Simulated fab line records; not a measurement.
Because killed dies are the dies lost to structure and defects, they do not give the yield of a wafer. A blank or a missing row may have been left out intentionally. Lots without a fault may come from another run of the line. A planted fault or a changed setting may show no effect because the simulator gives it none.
Code-filled problem report in 8D (eight disciplines) form :: flow n5-finfet :: the parts of the form that need people (team, actions taken, sign-off) are left out

## 1. WHAT IS WRONG
N5_BEOL_M5_ETCH_68, run-length-s: mean 148.9 s over 1 wafer from 1 lot; wafers with no fault: 143.3 s, standard deviation 0.46. Measured from the usual mean, that is +12 standard deviations.
The step: etches SOC in N2/H2, target depth 80 nm, overetch 16 nm, time 120 s.
First observed at day 9 23:58: wafer L568.3, on rie-diel-06. The record holds 27 wafers of 9 lots with a number at this step. Rule for "out" (also "out of limits"): further than 4 standard deviations from the usual mean. Any other wafer with a number is counted as sound.

## 2. WHAT IT IS; WHAT IT IS NOT
question: which readings at this step
is: run-length-s
is not: drypump-motor-current-A, n2-flow-sccm, oes-product-au, rf-vpp-V, showerhead-plenum-p-Torr, temp-c, throttle-valve-pct

question: which lots
is: L568
is not: L562, L564, L565, L575, L577, L580, L581, L582

question: which wafers of those lots
is: L568.3
is not: L568.2, L568.6

question: read on which tools
is: rie-diel-06
is not: rie-diel-01, rie-diel-05

question: when
is: from day 9 23:58
is not: up to then (11 sound wafers); but 15 sound wafers of L575, L577, L580, L581, L582 came after

## 3. SUSPECTS, AND WHAT RULES EACH OUT
Counting: any tool at a process step up to the reading remains a suspect provided it ran every lot that is out. Sound lots after the first of them don't rule it out here, since some wafers of a struck lot are sound.
- rie-diel-05 at N5_BEOL_M5_ETCH_61 (etches SiARC in CF4, target depth 15.6 nm, time 26 s): kept. It ran the lot that is out, L568 (day 9 22:05).
- rie-diel-06 at N5_BEOL_M5_ETCH_75 (etches underlayer in N2/H2, target depth 6.5 nm, time 5.2 s): kept. The lot that is out, L568, ran on it at day 9 23:53; the last sound lot it ran before that was L564, at day 9 21:43.
- rie-diel-06 at N5_BEOL_M5_ETCH_68 (etches SOC in N2/H2, target depth 80 nm, overetch 16 nm, time 120 s): kept. The lot that is out, L568, ran on it at day 9 23:58; the last sound lot it ran before that was L564, at day 9 21:47. On those wafers its own readings are out: run-length-s.
- rie-diel-05, N5_BEOL_M5_ETCH_61: wafers that are out in chamber 2, sound lot-mates in chambers 0, 3.
rie-diel-05 at N5_BEOL_M5_ETCH_61, rie-diel-06 at N5_BEOL_M5_ETCH_75 and rie-diel-06 at N5_BEOL_M5_ETCH_68 are what is left after counting.

## 4. THE CAUSE (what the simulator had put in)
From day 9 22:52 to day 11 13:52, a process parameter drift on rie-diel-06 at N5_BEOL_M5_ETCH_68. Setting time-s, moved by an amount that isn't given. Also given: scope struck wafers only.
3 suspects survive the count, and this tool is in that group.

## 5. SEQUENCE OF EFFECTS, ordered by route
Each row: a reading where the mean over the struck wafers with a number is more than 3 standard deviations away from the usual. Readings are gone through only where the record gives a usual standard deviation; hours: the median, over the lots, of the time from a lot's start at the first step in this table giving one to that lot's start at this step; sigmas: the change measured in usual standard deviations.
hours: 0
step: N5_BEOL_M5_ETCH_68
reading: run-length-s
usual: 143.3 s
on struck wafers: 148.9
change: +5.6
sigmas: +12
It contains these process steps:
- N5_BEOL_M5_ETCH_68: etches SOC in N2/H2, target depth 80 nm, overetch 16 nm, time 120 s.

## 6. HOW IT WOULD HAVE BEEN CAUGHT EARLIER
In this record the first reading out of limits was taken at day 9 23:58, 1 hour after the fault began at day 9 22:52.
